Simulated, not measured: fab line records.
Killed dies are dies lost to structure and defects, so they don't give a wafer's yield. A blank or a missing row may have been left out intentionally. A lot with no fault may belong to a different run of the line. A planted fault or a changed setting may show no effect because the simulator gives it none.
Chamber matching	flow n5Finfet	pecvd-03 running N5_BEOL_M0_SAQP_ILD_DEP_01: 3 sister chambers
The step deposits SiOC from DEMS/O2, target thk 45.419 nm, time 8.7 s. 3 wafers are shown with their chamber, then 10 later ones without.

WAFERS PAIRED WITH THEIR CHAMBERS
wafer	chamber	throttleValvePct (%)
L085.5	2	11.7
L086.3	1	11.3
L087.5	0	12.0

WAFERS MISSING THEIR CHAMBER
wafer	throttleValvePct (%)
L087.6	11.4
L089.1	11.9
L089.3	11.9
L089.6	12.1
L093.1	12.0
L093.3	11.6
L093.6	12.2
L096.1	10.8
L096.3	12.2
L096.4	11.4

THE CHAMBER EACH PASSED THROUGH
wafer	from the rows above	in truth
L087.6	can't be placed: 1 or 2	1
L089.1	can't be placed: 0 or 2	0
L089.3	can't be placed: 0 or 2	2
L089.6	can't be placed: 0 or 2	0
L093.1	can't be placed: 0 or 2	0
L093.3	can't be placed: 2 or 1 or 0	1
L093.6	can't be placed: 0 or 2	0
L096.1	1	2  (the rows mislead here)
L096.3	can't be placed: 0 or 2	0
L096.4	can't be placed: 1 or 2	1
Correct placement for 0 of the 10. Cannot be placed on the basis of these rows: 9; the candidates contain the true chamber in 9. Wrongly placed: 1.
How it was worked out, from the rows above alone: a wafer's distance from a chamber is the root of the sum, over the readings, of the square of ((its reading less the chamber's mean) divided by the reading's scatter). If the next closest chamber is less than 2 further off than the closest, the wafer can't be placed; otherwise it belongs to the closest. Each chamber's mean is taken over the wafers shown for it. The scatter: with one shown wafer a chamber, the root of the mean of the squares of how far each hidden wafer lies from its nearest shown one.
